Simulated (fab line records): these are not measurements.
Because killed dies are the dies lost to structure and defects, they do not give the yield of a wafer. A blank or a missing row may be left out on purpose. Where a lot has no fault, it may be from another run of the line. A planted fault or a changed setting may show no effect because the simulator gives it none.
Struck lot and sound lot, side by side    flow nand-harc    34 steps out of a route of 1159
Sound: wafers L110.3, L110.5, L110.6. The struck wafers were L116.3, L116.4, L116.6. Last of all comes the cause.
Each step with rows lists, per side, the tool, then ch with its chambers, then its first start. Under that, the readings that differ: sound wafers    struck wafers    difference of the means    sigmas: that difference in standard deviations of wafers without a fault.
alike: same words and numbers on both sides, and readings whose means sit less than 2 such deviations apart. not compared: any withheld reading, any reading some wafer has no value for, any bound like >300 that may hide the same value, and any number with overlapping values for which the record gives no deviation.
A row with sigmas, a row that says differs or no value, or rows on one side alone: a step with any of these is where the two part. When numbers do not overlap yet have no deviation, they are printed without sigmas and do not part them. A reading missing from all wafers of one side parts the sides only when that side holds two or more wafers.

first, 10 steps without rows for these wafers: NHARC_P_M2_DESCUM_14 (chemistry O2, time 3 s); NHARC_P_M2_ETCH_35 (etches the open film in N2/H2, target depth 40 nm, overetch 12 nm, time 43.94 s); NHARC_P_M2_ETCH_15 (etches the open film in C4F8/Ar, target depth 182.5 nm, time 91.2 s); NHARC_P_M2_STRIP_18 (strips in N2/H2); NHARC_P_M2_ETCH_28 (etches the open film in CF4/N2, target depth 30 nm, time 72.99 s); NHARC_P_M2_STRIP_19 (strips in post etch residue remover, time 600 s); NHARC_P_M2_DEGAS_29 (time 60 s); NHARC_P_M2_PRE_CLEAN_30 (time 30 s); NHARC_P_M2_PVD_20 (deposits TaN, target thk 5 nm, time 8.06 s); NHARC_P_M2_PVD_21 (deposits Cu, target thk 30 nm, time 20.49 s).
NHARC_P_M2_ECD_22: material Cu, target thk 400 nm.
  sound on ecd-cu-01 ch 0,1, day 7 02:59; struck on ecd-cu-01 ch 0,1, day 8 10:24
  alike: bath-heat-duty-pct
then, 22 steps without rows for these wafers: NHARC_P_M2_ANNEAL_31 (time 90 s); NHARC_P_M2_CMP_23 (polishes, t overpolish 20 s, target thk 144.3 nm); NHARC_P_M2_SRD_25; NHARC_P_M2_PRE_CLEAN_32 (time 12 s); NHARC_P_M2_DEP_33 (deposits SiCN, target thk 30 nm); NHARC_P_BONDPAD_DEP_00 (deposits SiCN, target thk 250 nm); NHARC_P_BONDPAD_CMP_32 (polishes SiCN, target thk 200 nm); NHARC_P_BONDPAD_SRD_34; NHARC_P_BONDPAD_DEHYDRATE_01 (time 120 s); NHARC_P_BONDPAD_HMDS_02 (time 30 s); NHARC_P_BONDPAD_COAT_36 (time 65 s); NHARC_P_BONDPAD_COAT_03 (resist thk 600 nm); NHARC_P_BONDPAD_SOFTBAKE_04 (time 70 s); NHARC_P_BONDPAD_EBR_05; NHARC_P_BONDPAD_EXPOSE_06 (exposes mask P BPAD); NHARC_P_BONDPAD_PEB_07 (peb time 80 s); NHARC_P_BONDPAD_DEVELOP_08 (time 50 s); NHARC_P_BONDPAD_HARDBAKE_10 (time 65 s); NHARC_P_BONDPAD_DESCUM_11 (chemistry O2, time 3 s); NHARC_P_BONDPAD_ETCH_37 (etches the open film in N2/H2, target depth 60 nm, overetch 18 nm, time 65.91 s); NHARC_P_BONDPAD_ETCH_12 (etches the open film in CHF3/O2, target depth 200 nm, time 100 s); NHARC_P_BONDPAD_STRIP_15 (strips in O2).
-- record jumps: 13 days between struck wafers' starts before vs after; left off in module P_BONDPAD, resumes in module END, first step shown is number 1159 of the route --
NHARC_END_SORT_01:
  at this point the record logs the struck wafers (prober-02 ch 0, day 21 20:22) and has no rows for the sound ones

WHERE THEY PART
Within this record, at NHARC_END_SORT_01 only.

WHY: whatever the simulator had introduced
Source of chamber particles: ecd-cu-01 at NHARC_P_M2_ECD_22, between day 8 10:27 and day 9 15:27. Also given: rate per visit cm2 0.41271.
